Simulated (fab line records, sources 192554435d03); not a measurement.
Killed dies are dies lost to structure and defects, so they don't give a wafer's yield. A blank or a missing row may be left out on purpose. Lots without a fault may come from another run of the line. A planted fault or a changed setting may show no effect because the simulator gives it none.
Chamber matching | flow n5_finfet | N5_BEOL_M8_STRIP_36 on rie_diel-03: 4 sister chambers
The step strips in N2/H2. 8 wafers are shown with their chamber, then 12 later ones without.

WAFERS WITH THEIR CHAMBER
wafer  | chamber | drypump_motor_current_A (A) | showerhead_plenum_p_Torr (Torr)
L082.2 | 3       | 5.9                         | 2.60
L085.3 | 0       | 5.3                         | 2.64
L089.6 | 1       | 5.4                         | 2.54
L091.2 | 0       | 5.3                         | 2.64
L091.3 | 1       | 5.4                         | 2.53
L094.2 | 2       | 5.2                         | 2.50
L094.5 | 2       | 5.2                         | 2.50
L094.6 | 3       | 6.0                         | 2.59

WAFERS WITHOUT THEIR CHAMBER
wafer  | drypump_motor_current_A (A) | showerhead_plenum_p_Torr (Torr)
L092.1 | 5.4                         | 2.53
L092.2 | 5.9                         | 2.59
L092.5 | 5.4                         | 2.53
L096.1 | 5.2                         | 2.49
L096.2 | 5.4                         | 2.53
L096.3 | 5.9                         | 2.59
L095.1 | 5.9                         | 2.59
L095.3 | 5.4                         | 2.53
L095.4 | 5.3                         | 2.63
L097.1 | 5.4                         | 2.53
L097.4 | 5.2                         | 2.49
L097.5 | 5.3                         | 2.63

WHICH CHAMBER EACH WENT THROUGH
wafer  | from the rows above | in truth
L092.1 | 1                   | 1
L092.2 | 3                   | 3
L092.5 | 1                   | 1
L096.1 | 2                   | 2
L096.2 | 1                   | 1
L096.3 | 3                   | 3
L095.1 | 3                   | 3
L095.3 | 1                   | 1
L095.4 | 0                   | 0
L097.1 | 1                   | 1
L097.4 | 2                   | 2
L097.5 | 0                   | 0
Placed correctly: 12 of 12. Can't be placed from these rows: 0. Placed wrongly: 0.
How it was worked out, from the rows above alone: a wafer's distance from a chamber is the root of the sum, over the readings, of the square of ((its reading less the chamber's mean) divided by the reading's scatter). The wafer belongs to the nearest chamber; if the next one is less than 2 further off, it can't be placed. A chamber's mean is the mean of its shown wafers. The scatter: the root of (the sum of the squares of (reading less its chamber's mean) over the shown wafers, divided by (wafers less chambers)).
